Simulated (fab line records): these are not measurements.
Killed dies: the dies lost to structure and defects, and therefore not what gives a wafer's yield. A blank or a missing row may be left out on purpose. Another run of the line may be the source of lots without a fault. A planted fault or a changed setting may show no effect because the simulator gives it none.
Which of the tools did it? :: flow n5 finfet :: 66 wafers from 22 lots sampled at 2 of the route's 1938 steps

== WHAT EACH GAUGE READ, for each wafer ==
N5_HKMG_FIN_THK_MEAS_70: measures by xrf.
lot: L074
measured: day 4 03:01
on: film metro-02
HK_THK (nm): 1.592 1.624 1.591

lot: L075
measured: day 4 07:11
on: film metro-02
HK_THK (nm): 1.578 1.614 1.607

lot: L076
measured: day 4 13:55
on: film metro-01
HK_THK (nm): 1.602 1.623 1.602

lot: L077
measured: day 4 21:12
on: film metro-02
HK_THK (nm): 1.576 1.626 1.593

lot: L078
measured: day 5 00:53
on: film metro-01
HK_THK (nm): 1.620 1.608 1.624

lot: L079
measured: day 5 11:08
on: film metro-02
HK_THK (nm): 1.588 1.601 1.603

lot: L080
measured: day 5 13:44
on: film metro-02
HK_THK (nm): 1.629 1.609 1.620

lot: L082
measured: day 6 05:05
on: film metro-02
HK_THK (nm): 1.607 1.595 1.593

lot: L083
measured: day 6 07:18
on: film metro-02
HK_THK (nm): 1.589 1.606 1.627

lot: L084
measured: day 6 19:36
on: film metro-01
HK_THK (nm): 1.579 1.608 1.605

lot: L085
measured: day 6 23:05
on: film metro-02
HK_THK (nm): 1.649 1.635 1.557

lot: L086
measured: day 7 06:19
on: film metro-01
HK_THK (nm): 1.594 1.593 1.597

lot: L087
measured: day 7 11:52
on: film metro-02
HK_THK (nm): 1.609 1.592 1.593

lot: L088
measured: day 7 13:15
on: film metro-02
HK_THK (nm): 1.601 1.642 1.603

lot: L089
measured: day 7 20:04
on: film metro-01
HK_THK (nm): 1.609 1.606 1.608

lot: L090
measured: day 8 02:02
on: film metro-02
HK_THK (nm): 1.609 1.594 1.662

lot: L091
measured: day 8 06:14
on: film metro-02
HK_THK (nm): 1.607 1.587 1.548

lot: L092
measured: day 8 17:05
on: film metro-02
HK_THK (nm): 1.580 1.602 1.629

lot: L093
measured: day 8 22:51
on: film metro-01
HK_THK (nm): 1.608 1.616 1.597

lot: L095
measured: day 9 14:05
on: film metro-01
HK_THK (nm): 1.619 1.599 1.636

lot: L097
measured: day 9 22:29
on: film metro-01
HK_THK (nm): 1.616 1.631 1.631

lot: L096
measured: day 9 23:14
on: film metro-01
HK_THK (nm): 1.603 1.588 1.605

== TOOL THAT RAN EACH LOT (tool first, then ch and the chambers of the sampled wafers, then the start) ==
lot: L074
N5_HKMG_FIN_STRIP_60: plasma asher-02 ch 0,1, day 4 01:35

lot: L075
N5_HKMG_FIN_STRIP_60: plasma asher-01 ch 0,1, day 4 05:39

lot: L076
N5_HKMG_FIN_STRIP_60: plasma asher-02 ch 0,1, day 4 12:19

lot: L077
N5_HKMG_FIN_STRIP_60: plasma asher-02 ch 0,1, day 4 19:47

lot: L078
N5_HKMG_FIN_STRIP_60: plasma asher-02 ch 0,1, day 4 23:21

lot: L079
N5_HKMG_FIN_STRIP_60: plasma asher-01 ch 0,1, day 5 09:22

lot: L080
N5_HKMG_FIN_STRIP_60: plasma asher-01 ch 0,1, day 5 12:10

lot: L082
N5_HKMG_FIN_STRIP_60: plasma asher-02 ch 0,1, day 6 03:26

lot: L083
N5_HKMG_FIN_STRIP_60: plasma asher-02 ch 0,1, day 6 05:48

lot: L084
N5_HKMG_FIN_STRIP_60: plasma asher-01 ch 0,1, day 6 17:42

lot: L085
N5_HKMG_FIN_STRIP_60: plasma asher-02 ch 0,1, day 6 21:32

lot: L086
N5_HKMG_FIN_STRIP_60: plasma asher-01 ch 0,1, day 7 04:35

lot: L087
N5_HKMG_FIN_STRIP_60: plasma asher-02 ch 0,1, day 7 10:20

lot: L088
N5_HKMG_FIN_STRIP_60: plasma asher-01 ch 0,1, day 7 11:43

lot: L089
N5_HKMG_FIN_STRIP_60: plasma asher-01 ch 0,1, day 7 18:40

lot: L090
N5_HKMG_FIN_STRIP_60: plasma asher-02 ch 0,1, day 8 00:27

lot: L091
N5_HKMG_FIN_STRIP_60: plasma asher-02 ch 0,1, day 8 04:34

lot: L092
N5_HKMG_FIN_STRIP_60: plasma asher-01 ch 0, day 8 15:22

lot: L093
N5_HKMG_FIN_STRIP_60: plasma asher-01 ch 0,1, day 8 21:03

lot: L095
N5_HKMG_FIN_STRIP_60: plasma asher-02 ch 0,1, day 9 12:34

lot: L097
N5_HKMG_FIN_STRIP_60: plasma asher-02 ch 0,1, day 9 20:56

lot: L096
N5_HKMG_FIN_STRIP_60: plasma asher-01 ch 0,1, day 9 21:46
- N5_HKMG_FIN_STRIP_60: strips in N2/H2, time 360 s.

== WHAT THE TOOLS THEMSELVES READ (means of the sampled wafers that have a number; where no wafer has one, the mark that the record gives instead) ==
N5_HKMG_FIN_STRIP_60.
lot: L074
tool: plasma asher-02
drypump motor current A (A): 5.8
heater power w (W): 517

lot: L075
tool: plasma asher-01
drypump motor current A (A): 5.9
heater power w (W): 492

lot: L076
tool: plasma asher-02
drypump motor current A (A): 5.7
heater power w (W): 513

lot: L077
tool: plasma asher-02
drypump motor current A (A): 5.8
heater power w (W): 522

lot: L078
tool: plasma asher-02
drypump motor current A (A): 5.7
heater power w (W): 511

lot: L079
tool: plasma asher-01
drypump motor current A (A): 5.6
heater power w (W): 463

lot: L080
tool: plasma asher-01
drypump motor current A (A): 5.7
heater power w (W): 457

lot: L082
tool: plasma asher-02
drypump motor current A (A): 5.6
heater power w (W): 520

lot: L083
tool: plasma asher-02
drypump motor current A (A): 5.6
heater power w (W): 517

lot: L084
tool: plasma asher-01
drypump motor current A (A): 5.9
heater power w (W): 494

lot: L085
tool: plasma asher-02
drypump motor current A (A): 5.8
heater power w (W): 516

lot: L086
tool: plasma asher-01
drypump motor current A (A): 5.9
heater power w (W): 498

lot: L087
tool: plasma asher-02
drypump motor current A (A): 5.8
heater power w (W): 510

lot: L088
tool: plasma asher-01
drypump motor current A (A): 5.6
heater power w (W): 457

lot: L089
tool: plasma asher-01
drypump motor current A (A): 5.9
heater power w (W): 496

lot: L090
tool: plasma asher-02
drypump motor current A (A): 5.6
heater power w (W): 515

lot: L091
tool: plasma asher-02
drypump motor current A (A): 5.7
heater power w (W): 514

lot: L092
tool: plasma asher-01
drypump motor current A (A): 5.4
heater power w (W): 417

lot: L093
tool: plasma asher-01
drypump motor current A (A): 5.9
heater power w (W): 496

lot: L095
tool: plasma asher-02
drypump motor current A (A): 5.8
heater power w (W): 522

lot: L097
tool: plasma asher-02
drypump motor current A (A): 5.8
heater power w (W): 519

lot: L096
tool: plasma asher-01
drypump motor current A (A): 5.7
heater power w (W): 467

== THE ANSWER, worked out from the rows above alone ==
Rule: usual is defined by the lots themselves. The widest of any qualifying gaps counts: lots, ordered by their means at a reading, are off when they make up no more than a third of the lots, leave a main group of 4 or more, and stand apart from it by 3 or more times the standard deviation of that group's means. If all means in a main group match to the digits the tables above print for the reading, that group is not used. A lot without any number at a reading at which 4 lots or more have one is off too. Where the step has rows for the other lots, those lots are counted as sound. Order of review: gauges by route order, followed by the tools' own readings, for which a lot's mean as printed above is used. At the first step where some lot is off, the reading lying furthest off is the one used; lots without a number count as furthest.
No lot is off on any of the readings shown, so nothing can be concluded from this.

== WHAT THE SIMULATOR HAD INSERTED ==
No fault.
